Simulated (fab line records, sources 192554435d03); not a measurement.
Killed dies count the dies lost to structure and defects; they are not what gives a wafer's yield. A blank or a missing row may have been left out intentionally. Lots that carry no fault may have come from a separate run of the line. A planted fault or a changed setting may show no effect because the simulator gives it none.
Matching of chambers | flow n5Finfet | 3 sister chambers for N5_BEOL_M5_DEP_56 on pecvd-01
The step deposits SiCN from 3MS/NH3, target thk 8 nm, time 14 s. 3 wafers are shown with their chamber, then 9 later ones without.

== WAFERS, EACH WITH ITS CHAMBER ==
wafer  | chamber | throttleValvePct (%)
L082.6 | 2       | 8.4
L088.4 | 1       | 8.7
L088.5 | 0       | 9.5

== WAFERS WITHOUT THEIR CHAMBER ==
wafer  | throttleValvePct (%)
L090.1 | 9.8
L090.3 | 8.3
L090.6 | 9.9
L092.2 | 8.5
L092.4 | 9.9
L092.5 | 8.6
L093.1 | 8.7
L093.4 | 8.9
L093.6 | 8.1

== EACH ONE'S CHAMBER ==
wafer  | from the rows above          | in truth
L090.1 | 0                            | 0
L090.3 | can't be placed: 2 or 1      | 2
L090.6 | 0                            | 0
L092.2 | can't be placed: 2 or 1      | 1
L092.4 | 0                            | 0
L092.5 | can't be placed: 1 or 2      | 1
L093.1 | can't be placed: 1 or 2      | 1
L093.4 | can't be placed: 1 or 2 or 0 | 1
L093.6 | can't be placed: 2 or 1      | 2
Placed correctly: 3 of 9. From these rows, 6 cannot be placed; in 6 the true chamber is one of the candidates. Number placed wrongly: 0.
How it was worked out, from the rows above alone: a wafer's distance from a chamber is the root of the sum, over the readings, of the square of ((its reading less the chamber's mean) divided by the reading's scatter). The wafer belongs to the nearest chamber; if the next one is less than 2 further off, it can't be placed. For every chamber, the mean is computed from those of its wafers that are shown. The scatter: root of mean squared gap, hidden wafer to nearest shown wafer, with one shown wafer a chamber.
